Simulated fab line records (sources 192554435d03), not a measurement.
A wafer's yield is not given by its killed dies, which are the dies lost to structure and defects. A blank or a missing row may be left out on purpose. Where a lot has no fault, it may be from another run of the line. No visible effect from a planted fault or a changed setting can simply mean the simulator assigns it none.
Split-lot experiment / flow n5-finfet / route with 1938 steps; 7 lots, 21 wafers read

== THE SPLIT ==
At N5_BEOL_M11_PECVD_70 (deposits SiO2 from TEOS/O2, target thk 20 nm, time 22.7 s), the setting time-s was moved away from the recipe's 22.7 s on 8 of the 21 wafers read, by -11.1% to +13.7%. The other wafers ran this setting at the recipe's value.

== FROM THE SPLIT TO THE READING: what the file shows between them, 4 steps ==
- N5_BEOL_M11_VIA_ETCH_34: etches SiCOH lowk in C4F6/O2, target depth 184.5 nm, time 69.2 s (also split here: source-w)
- N5_BEOL_M11_STRIP_73: strips in C4F6/O2
- N5_BEOL_M11_STRIP_36: strips in N2/H2
- N5_BEOL_M11_STRIP_77: strips in N2/H2, time 10 s

== THE READING ==
SiO2_of_BEOL_M11_PECVD_70.thk-nm (the simulator's own value, which no gauge read), in nm, at N5_BEOL_M11_HM_STRIP_39 (strips TiN in peroxide tin strip, target depth 25 nm, time 158 s). The file does not state a usual value for it. Average 19.9 nm, standard deviation 0.25 nm, over the 13 wafers here run with the recipe.

wafer=L074.3; tool, chamber at the split=pecvd-02, 2; time-s as run, s=22.7; against the recipe=recipe; SiO2_of_BEOL_M11_PECVD_70.thk-nm, nm=19.6; against lot-mates on the recipe=-
wafer=L074.5; tool, chamber at the split=pecvd-02, 0; time-s as run, s=22.7; against the recipe=recipe; SiO2_of_BEOL_M11_PECVD_70.thk-nm, nm=19.8; against lot-mates on the recipe=-
wafer=L074.6; tool, chamber at the split=pecvd-02, 1; time-s as run, s=24.16; against the recipe=+6.4%; SiO2_of_BEOL_M11_PECVD_70.thk-nm, nm=21.2; against lot-mates on the recipe=+1.5
wafer=L078.1; tool, chamber at the split=pecvd-02, 1; time-s as run, s=22.7; against the recipe=recipe; SiO2_of_BEOL_M11_PECVD_70.thk-nm, nm=20; against lot-mates on the recipe=-
wafer=L078.2; tool, chamber at the split=pecvd-02, 2; time-s as run, s=23.89; against the recipe=+5.2%; SiO2_of_BEOL_M11_PECVD_70.thk-nm, nm=20.6; against lot-mates on the recipe=+0.5
wafer=L078.4; tool, chamber at the split=pecvd-02, 2; time-s as run, s=22.7; against the recipe=recipe; SiO2_of_BEOL_M11_PECVD_70.thk-nm, nm=20.2; against lot-mates on the recipe=-
wafer=L082.4; tool, chamber at the split=pecvd-03, 2,1; time-s as run, s=20.19; against the recipe=-11.1%; SiO2_of_BEOL_M11_PECVD_70.thk-nm, nm=17.6; against lot-mates on the recipe=no lot-mate on the recipe
wafer=L082.5; tool, chamber at the split=pecvd-03, 2,1; time-s as run, s=20.19; against the recipe=-11.1%; SiO2_of_BEOL_M11_PECVD_70.thk-nm, nm=17.6; against lot-mates on the recipe=no lot-mate on the recipe
wafer=L082.6; tool, chamber at the split=pecvd-03, 0; time-s as run, s=20.19; against the recipe=-11.1%; SiO2_of_BEOL_M11_PECVD_70.thk-nm, nm=17.8; against lot-mates on the recipe=no lot-mate on the recipe
wafer=L084.1; tool, chamber at the split=pecvd-03, 1; time-s as run, s=22.7; against the recipe=recipe; SiO2_of_BEOL_M11_PECVD_70.thk-nm, nm=19.8; against lot-mates on the recipe=-
wafer=L084.4; tool, chamber at the split=pecvd-03, 2; time-s as run, s=25; against the recipe=+10.1%; SiO2_of_BEOL_M11_PECVD_70.thk-nm, nm=21.8; against lot-mates on the recipe=+1.9
wafer=L084.6; tool, chamber at the split=pecvd-03, 1; time-s as run, s=22.7; against the recipe=recipe; SiO2_of_BEOL_M11_PECVD_70.thk-nm, nm=20; against lot-mates on the recipe=-
wafer=L089.1; tool, chamber at the split=pecvd-01, 1,0; time-s as run, s=22.7; against the recipe=recipe; SiO2_of_BEOL_M11_PECVD_70.thk-nm, nm=20; against lot-mates on the recipe=-
wafer=L089.5; tool, chamber at the split=pecvd-01, 1,0; time-s as run, s=22.7; against the recipe=recipe; SiO2_of_BEOL_M11_PECVD_70.thk-nm, nm=20; against lot-mates on the recipe=-
wafer=L089.4; tool, chamber at the split=pecvd-01, 2; time-s as run, s=22.7; against the recipe=recipe; SiO2_of_BEOL_M11_PECVD_70.thk-nm, nm=20.2; against lot-mates on the recipe=-
wafer=L092.2; tool, chamber at the split=pecvd-02, 2; time-s as run, s=22.7; against the recipe=recipe; SiO2_of_BEOL_M11_PECVD_70.thk-nm, nm=19.6; against lot-mates on the recipe=-
wafer=L092.3; tool, chamber at the split=pecvd-02, 0; time-s as run, s=25.8; against the recipe=+13.7%; SiO2_of_BEOL_M11_PECVD_70.thk-nm, nm=22.4; against lot-mates on the recipe=+2.8
wafer=L092.6; tool, chamber at the split=pecvd-02, 2; time-s as run, s=25.8; against the recipe=+13.7%; SiO2_of_BEOL_M11_PECVD_70.thk-nm, nm=22.6; against lot-mates on the recipe=+3.0
wafer=L097.1; tool, chamber at the split=pecvd-02, 2,0; time-s as run, s=22.7; against the recipe=recipe; SiO2_of_BEOL_M11_PECVD_70.thk-nm, nm=19.4; against lot-mates on the recipe=-
wafer=L097.3; tool, chamber at the split=pecvd-02, 2,0; time-s as run, s=22.7; against the recipe=recipe; SiO2_of_BEOL_M11_PECVD_70.thk-nm, nm=19.6; against lot-mates on the recipe=-
wafer=L097.6; tool, chamber at the split=pecvd-02, 1; time-s as run, s=22.7; against the recipe=recipe; SiO2_of_BEOL_M11_PECVD_70.thk-nm, nm=20.2; against lot-mates on the recipe=-
The file does not say which wafer passed through which chamber wherever a row lists several chambers: such a row stands for several wafers.

FIT RESULTS
A straight line over all 21 wafers: SiO2_of_BEOL_M11_PECVD_70.thk-nm changes by +0.194 nm for each +1% of time-s; r = +0.99; the points scatter about the line by 0.23 nm.
The same after taking each lot's own level away (the mean of its wafers on the recipe; 18 wafers): +0.205 nm for each +1%; r = +0.98; scatter 0.23 nm.
That fit puts the effect of the largest move of time-s on the reading at 2.8 nm.
The span of the lots' own levels, 19.60 to 20.10 nm, comes to 2.0 times the standard deviation stated above.
So the lot-to-lot level changes the slope little: the two slopes agree.
Check: with one of the wafers moved furthest among these (+13.7%) left out of the fit, the line predicts +2.77 nm for it against its lot-mates. Against them it came out at +2.8 nm.

== OTHER SPLITS ON THESE WAFERS ==
Before the reading, these wafers also passed through other splits. Each is held against what the fit with the lots' levels taken away leaves over:
other split on the same wafers=N5_BEOL_M9_CMP_52 down-force-psi; wafers away from the commonest value=11; r with SiO2_of_BEOL_M11_PECVD_70.thk-nm (lot level and that fit taken away)=+0.15
other split on the same wafers=N5_BEOL_M11_VIA_ETCH_34 source-w; wafers away from the commonest value=9; r with SiO2_of_BEOL_M11_PECVD_70.thk-nm (lot level and that fit taken away)=+0.34

== THE WHOLE CHAIN: every reading that the file lists as answering this split, in the file's order ==
step=N5_BEOL_M11_PECVD_70; what it does=deposits SiO2 from TEOS/O2, target thk 20 nm, time 22.7 s; reading=SiO2_of_BEOL_M11_PECVD_70.thk-nm (the simulator's own value, which no gauge read); change (the file's fit)=+0.206 nm for each +1% of the setting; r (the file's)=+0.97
step=N5_BEOL_M11_HM_STRIP_39; what it does=strips TiN in peroxide tin strip, target depth 25 nm, time 158 s; reading=SiO2_of_BEOL_M11_PECVD_70.thk-nm (the simulator's own value, which no gauge read); change (the file's fit)=+0.199 nm for each +1% of the setting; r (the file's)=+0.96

== FILE'S OWN FIT ==
SiO2_of_BEOL_M11_PECVD_70.thk-nm changes by +0.199 nm for each +1% of time-s, r = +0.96.
